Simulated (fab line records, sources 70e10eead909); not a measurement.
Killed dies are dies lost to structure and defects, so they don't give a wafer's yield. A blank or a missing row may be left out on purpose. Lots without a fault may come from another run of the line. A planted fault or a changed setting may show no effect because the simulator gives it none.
One fault seen from 2 desks | flow nand_harc | each desk has only its own numbers; what lay behind them comes last

THE TOOL OWNER'S DESK: pecvd-01
The tool's own readings at NHARC_A_CONTACT_DEP_24 (deposits SiO2, target thk 500 nm): means of the sampled wafers that have a number, for each lot that ran on this tool. A lot is out of limits, marked OUT, if its mean lies more than 4 standard deviations from the usual mean; the brackets give that distance.
Columns: A = heater_power_w at NHARC_A_CONTACT_DEP_24, usual 513 W; B = rf_fwd_power_W at NHARC_A_CONTACT_DEP_24, usual 897.7 W; C = showerhead_vpp_V at NHARC_A_CONTACT_DEP_24, usual 1810 V; D = throttle_valve_pct at NHARC_A_CONTACT_DEP_24, usual 16.3 %
lot  | first seen here | A   | B                       | C               | D
L897 | day 21 00:06    | 565 | 896.1                   | 1805            | 16.2
L901 | day 22 23:37    | 534 | 897.9                   | 1735            | 16.6
L907 | day 25 06:55    | 583 | 894.7                   | 1821            | 16.4
L908 | day 26 00:13    | 590 | 894.5                   | 1833            | 16.5
L915 | day 28 14:51    | 687 | 538.2 (-99 or more) OUT | 1485            | 16.5
L914 | day 28 20:04    | 600 | 537.9 (-99 or more) OUT | 1333 (-5.5) OUT | 16.8
This desk's finding: out of limits on L914, L915; first on L915, day 28 14:51 (rf_fwd_power_W at NHARC_A_CONTACT_DEP_24). In limits: L897, L901, L907, L908.

THE METROLOGY DESK
What the gauges read, lot by lot, whatever tool the lot ran on: means of the sampled wafers that have a number. A lot is out of limits, marked OUT, if its mean lies more than 4 standard deviations from the usual mean; the brackets give that distance.
Columns: A = cd_nm at NHARC_A_CONTACT_CD_MEAS_42, usual 300.1 nm; B = overlay_x_nm at NHARC_A_CONTACT_OVL_MEAS_43, usual 0.0 nm; C = overlay_y_nm at NHARC_A_CONTACT_OVL_MEAS_43, usual -0.1 nm
lot  | first seen here | A     | B    | C
L897 | day 21 06:56    | 300.5 | 0.2  | -0.2
L898 | day 22 03:00    | 300.0 | 0.0  | -0.9
L900 | day 22 15:10    | 300.1 | -0.2 | 1.0
L902 | day 23 05:55    | 300.1 | -0.6 | 0.2
L901 | day 23 06:14    | 300.5 | 0.3  | -1.5
L907 | day 25 14:02    | 300.0 | 0.5  | -0.1
L906 | day 25 14:20    | 300.3 | 1.4  | -0.1
L908 | day 26 05:41    | 300.6 | -0.3 | 0.3
L913 | day 28 16:40    | 299.6 | -1.1 | -1.7
L915 | day 28 20:24    | 300.5 | -0.6 | -0.5
L914 | day 29 06:46    | 300.6 | 0.3  | 0.1
L918 | day 30 13:02    | 299.6 | 0.3  | 0.3
L919 | day 30 20:10    | 299.5 | -0.2 | 0.4
This desk's finding: nothing out of limits on any of the 13 lots.

PUT TOGETHER
The tool owner's desk could have raised an alarm at day 28 14:51, on L914, L915.
The metrology desk saw nothing out of limits.
The metrology desk has L914, L915 on record, within its limits.
Of the lots named, all ran NHARC_A_CONTACT_DEP_24 on pecvd-01.

WHAT THE SIMULATOR HAD PUT IN
Process parameter drift: pecvd-01, from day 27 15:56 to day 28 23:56, at NHARC_A_CONTACT_DEP_24. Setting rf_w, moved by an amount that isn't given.
Lots struck among those shown: L914, L915.
Hours from the fault's start to each desk's first reading out of limits: the tool owner's desk, 23.
